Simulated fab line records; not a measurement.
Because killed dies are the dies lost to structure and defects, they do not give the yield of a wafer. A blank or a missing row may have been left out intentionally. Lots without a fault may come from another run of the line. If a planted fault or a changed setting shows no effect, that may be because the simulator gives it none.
fab line records ; flow n5-finfet
record: lots: 12; wafers: 36; last-day: 17
route steps=1938 shown BEOL_M7@1278
lots untouched by any fault: they come from a run of this same line in which no faults occurred
start-h: hours from the record's opening day to when the first of the lot's shown wafers began ; wait-h: how many hours have passed since the lot's step before this one ; " identical to the entry in the row above ; L1.1+2: several wafers, shown together as one row ; - value missing, or start not given ; * or withheld: withheld ; < > ~ a bound
route shown NAME@n: a module of which the file shows steps, and the number in the route of the first ; usual: mean/standard deviation of fault-free wafers ; same: alike in all rows ; chamber/n: place in a boat ; sites: per-site readings ; _std_site: standard deviation across them ; _edge_site: inner sites' mean taken away from outer sites' mean ; radius-mm: for every site, how far away it sits from the centre of the wafer ; mask NAME#n: copy n ; behind: the tool/chamber that last shaped the wafer ; hold: why the lot went on hold/how many hours it stayed there/how the hold came to an end ; device: the n, p or np transistor that did not switch ; end of line: the route-end tests of the same wafers ; a step with no rows: only its recipe ; killed: at the first sort, the dies lost to defects and structure; wafer yield is something else ; map: the dies of a wafer, with x for killed, . for not killed, _ for no die there
set.NAME: the setting that was run; set.NAME@STEP: the one run at that earlier step ; model.NAME: the simulator's own value behind a step, which no gauge read
a sample of lots followed through the steps of the route, with each step as a table and each wafer as a row
services: the hour from which a tool's chamber was out of use, counted from the record's first day as start-h (under 0 if before that day), plus the number of hours and why
== steps ==
step: N5_BEOL_M7_INSPECT_13
recipe: mode: adi; inspect-instrument: brightfield
usual: raw-defect-count: 373/86
lot.wafer;tool;chamber;start-h;wait-h;raw-defect-count
L574.1;defect-inspect-01;-;207.61;0.0;318
L574.2;defect-inspect-01;-;207.61;0.0;374
L574.5;defect-inspect-01;-;207.61;0.0;310
L576.1;defect-inspect-01;-;215.70;0.0;289
L576.2;defect-inspect-01;-;215.70;0.0;366
L576.6;defect-inspect-01;-;215.70;0.0;279
L578.2;defect-inspect-01;-;224.09;0.0;262
L578.3;defect-inspect-01;-;224.09;0.0;370
L578.6;defect-inspect-01;-;224.09;0.0;450
L579.1;defect-inspect-02;-;231.44;0.0;318
L579.2;defect-inspect-02;-;231.44;0.0;337
L579.6;defect-inspect-02;-;231.44;0.0;304
L586.3;defect-inspect-01;-;274.48;0.0;374
L586.4;defect-inspect-01;-;274.48;0.0;273
L586.6;defect-inspect-01;-;274.48;0.0;369
L588.2;defect-inspect-01;-;282.48;0.0;296
L588.3;defect-inspect-01;-;282.48;0.0;276
L588.5;defect-inspect-01;-;282.48;0.0;365
L587.4;defect-inspect-01;-;285.07;0.0;284
L587.5;defect-inspect-01;-;285.07;0.0;272
L587.6;defect-inspect-01;-;285.07;0.0;287
L589.2;defect-inspect-01;-;293.94;0.0;419
L589.4;defect-inspect-01;-;293.94;0.0;380
L589.5;defect-inspect-01;-;293.94;0.0;468
L590.1;defect-inspect-01;-;304.33;0.0;275
L590.5;defect-inspect-01;-;304.33;0.0;318
L590.6;defect-inspect-01;-;304.33;0.0;274
L591.2;defect-inspect-01;-;309.34;0.0;454
L591.4;defect-inspect-01;-;309.34;0.0;461
L591.6;defect-inspect-01;-;309.34;0.0;502
L592.1;defect-inspect-01;-;317.21;0.0;344
L592.3;defect-inspect-01;-;317.21;0.0;377
L592.5;defect-inspect-01;-;317.21;0.0;407
L593.2;defect-inspect-01;-;322.82;0.0;335
L593.4;defect-inspect-01;-;322.82;0.0;347
L593.6;defect-inspect-01;-;322.82;0.0;472
step: N5_BEOL_M7_COAT_63
recipe: resist: SOC; temp-c: 250; time-s: 60; spin-rpm: 1500; resist-thk-nm: 60
usual: chill-plate-temp-C: 23.02/0.11; heater-power-total-W: 500.5/1.8; plate-temp-C: 249.96/0.18
lot.wafer;tool;chamber;start-h;wait-h;chill-plate-temp-C;heater-power-total-W;plate-temp-C
L574.1;litho-track-01;0;209.45;1.3;23.01;499.2;249.95
L574.2;litho-track-01;0;209.45;1.3;22.96;500.8;249.78
L574.5;litho-track-01;0;209.45;1.3;22.98;500.5;249.90
L576.1;litho-track-01;0;218.26;2.0;22.85;524.5;258.54
L576.2;litho-track-01;0;218.26;2.0;22.80;517.1;258.25
L576.6;litho-track-01;0;218.26;2.0;23.09;516.9;258.38
L578.2;litho-track-01;0;225.52;0.8;23.25;519.9;258.33
L578.3;litho-track-01;0;225.52;0.8;23.29;522.8;258.33
L578.6;litho-track-01;0;225.52;0.8;23.13;516.9;258.25
L579.1;litho-track-01;0;233.24;1.2;23.03;522.2;258.20
L579.2;litho-track-01;0;233.24;1.2;23.07;517.2;258.28
L579.6;litho-track-01;0;233.24;1.2;23.01;519.8;258.08
L586.3;litho-track-02;0;277.02;2.0;23.07;499.6;249.61
L586.4;litho-track-02;0;277.02;2.0;22.95;499.3;250.18
L586.6;litho-track-02;0;277.02;2.0;23.12;499.8;250.10
L588.2;litho-track-04;0;283.80;0.8;22.99;498.4;249.86
L588.3;litho-track-04;0;283.80;0.8;22.91;500.4;249.78
L588.5;litho-track-04;0;283.80;0.8;22.90;500.1;249.88
L587.4;litho-track-01;0;286.96;1.3;23.31;500.3;249.94
L587.5;litho-track-01;0;286.96;1.3;23.20;500.8;249.78
L587.6;litho-track-01;0;286.96;1.3;22.87;500.3;249.75
L589.2;litho-track-02;0;295.47;1.0;22.94;500.4;249.98
L589.4;litho-track-02;0;295.47;1.0;22.95;502.9;250.04
L589.5;litho-track-02;0;295.47;1.0;23.15;502.9;249.88
L590.1;litho-track-01;0;305.05;0.0;22.94;497.3;250.06
L590.5;litho-track-01;0;305.05;0.0;23.19;500.2;250.03
L590.6;litho-track-01;0;305.05;0.0;23.03;498.6;249.75
L591.2;litho-track-01;0;312.61;2.7;22.95;503.0;250.04
L591.4;litho-track-01;0;312.61;2.7;22.95;499.5;249.83
L591.6;litho-track-01;0;312.61;2.7;23.01;502.1;249.93
L592.1;litho-track-02;0;317.74;0.0;23.09;497.8;249.97
L592.3;litho-track-02;0;317.74;0.0;23.12;500.2;249.88
L592.5;litho-track-02;0;317.74;0.0;23.24;501.0;249.76
L593.2;litho-track-02;0;324.24;0.6;22.95;497.4;249.97
L593.4;litho-track-02;0;324.24;0.6;22.99;501.8;249.87
L593.6;litho-track-02;0;324.24;0.6;23.15;500.9;249.78
step: N5_BEOL_M7_CD_MEAS_28
recipe: target-cd-nm: 40; landing-energy-ev: 500; detector: se-inlens
usual: cd-nm: 40.10/0.27
lot.wafer;tool;chamber;start-h;wait-h;cd-nm
L574.1;cd-sem-02;0;209.72;-;40.14
L574.2;cd-sem-02;0;209.72;-;39.87
L574.5;cd-sem-02;0;209.72;-;40.04
L576.1;cd-sem-03;0;218.53;-;39.65
L576.2;cd-sem-03;0;218.53;-;40.03
L576.6;cd-sem-03;0;218.53;-;40.34
L578.2;cd-sem-03;0;225.91;-;40.17
L578.3;cd-sem-03;0;225.91;-;40.28
L578.6;cd-sem-03;0;225.91;-;39.89
L579.1;cd-sem-02;0;233.64;-;40.43
L579.2;cd-sem-02;0;233.64;-;39.98
L579.6;cd-sem-02;0;233.64;-;40.54
L586.3;cd-sem-03;0;277.46;-;39.90
L586.4;cd-sem-03;0;277.46;-;39.95
L586.6;cd-sem-03;0;277.46;-;39.94
L588.2;cd-sem-03;0;284.19;-;40.00
L588.3;cd-sem-03;0;284.19;-;40.00
L588.5;cd-sem-03;0;284.19;-;39.83
L587.4;cd-sem-01;0;287.23;-;40.44
L587.5;cd-sem-01;0;287.23;-;40.21
L587.6;cd-sem-01;0;287.23;-;39.64
L589.2;cd-sem-03;0;295.74;-;40.10
L589.4;cd-sem-03;0;295.74;-;40.16
L589.5;cd-sem-03;0;295.74;-;40.34
L590.1;cd-sem-03;0;305.33;-;39.67
L590.5;cd-sem-03;0;305.33;-;40.04
L590.6;cd-sem-03;0;305.33;-;40.32
L591.2;cd-sem-01;0;313.04;-;39.80
L591.4;cd-sem-01;0;313.04;-;39.87
L591.6;cd-sem-01;0;313.04;-;40.03
L592.1;cd-sem-01;0;318.01;-;39.41
L592.3;cd-sem-01;0;318.01;-;40.21
L592.5;cd-sem-01;0;318.01;-;39.64
L593.2;cd-sem-01;0;324.60;-;39.84
L593.4;cd-sem-01;0;324.60;-;39.86
L593.6;cd-sem-01;0;324.60;-;40.13
step: N5_BEOL_M7_INSPECT_30
recipe: mode: adi; inspect-instrument: brightfield
usual: raw-defect-count: 383/85
lot.wafer;tool;chamber;start-h;wait-h;raw-defect-count
L574.1;defect-inspect-01;-;209.81;0.1;299
L574.2;defect-inspect-01;-;209.81;0.1;361
L574.5;defect-inspect-01;-;209.81;0.1;316
L576.1;defect-inspect-01;-;218.61;0.1;293
L576.2;defect-inspect-01;-;218.61;0.1;349
L576.6;defect-inspect-01;-;218.61;0.1;281
L578.2;defect-inspect-02;-;226.00;0.0;300
L578.3;defect-inspect-02;-;226.00;0.0;396
L578.6;defect-inspect-02;-;226.00;0.0;465
L579.1;defect-inspect-02;-;233.73;0.1;300
L579.2;defect-inspect-02;-;233.73;0.1;364
L579.6;defect-inspect-02;-;233.73;0.1;302
L586.3;defect-inspect-02;-;277.55;0.0;386
L586.4;defect-inspect-02;-;277.55;0.0;300
L586.6;defect-inspect-02;-;277.55;0.0;394
L588.2;defect-inspect-02;-;284.28;0.0;320
L588.3;defect-inspect-02;-;284.28;0.0;308
L588.5;defect-inspect-02;-;284.28;0.0;361
L587.4;defect-inspect-02;-;287.32;0.0;334
L587.5;defect-inspect-02;-;287.32;0.0;304
L587.6;defect-inspect-02;-;287.32;0.0;329
L589.2;defect-inspect-02;-;295.83;0.0;453
L589.4;defect-inspect-02;-;295.83;0.0;429
L589.5;defect-inspect-02;-;295.83;0.0;542
L590.1;defect-inspect-02;-;305.43;0.1;297
L590.5;defect-inspect-02;-;305.43;0.1;345
L590.6;defect-inspect-02;-;305.43;0.1;310
L591.2;defect-inspect-02;-;313.13;0.0;497
L591.4;defect-inspect-02;-;313.13;0.0;551
L591.6;defect-inspect-02;-;313.13;0.0;532
L592.1;defect-inspect-01;-;318.10;0.1;347
L592.3;defect-inspect-01;-;318.10;0.1;392
L592.5;defect-inspect-01;-;318.10;0.1;386
L593.2;defect-inspect-02;-;324.69;0.0;365
L593.4;defect-inspect-02;-;324.69;0.0;399
L593.6;defect-inspect-02;-;324.69;0.0;500
== services ==
tool;chamber;start-h;hours;kind
litho-track-04;-;212.76;-;consumable-replace:filter
litho-track-02;-;233.31;-;consumable-replace:filter
litho-track-01;-;291.00;-;consumable-replace:filter
== key ==
first-sign: step: N5_BEOL_M7_COAT_63; reading: plate-temp-C; direction: up; sigmas: 46; usual: *; struck: *
effect: step: N5_BEOL_M7_COAT_63; reading: heater-power-total-W; direction: up; sigmas: 11; usual: *; struck: *
met-at N5_BEOL_M7_COAT_63
struck-lots L576,L578,L579
not-acting-at N5_BEOL_M7_INSPECT_13,N5_BEOL_M7_CD_MEAS_28,N5_BEOL_M7_INSPECT_30
onset-between 209.45 218.26
fault: kind: process-parameter-drift; tool: litho-track-01; chamber: -; onset-h: 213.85; steps: N5_BEOL_M7_COAT_63; channel: temp-c; offset: *; shape: step; end-h: 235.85; acts-in: *; stated: *
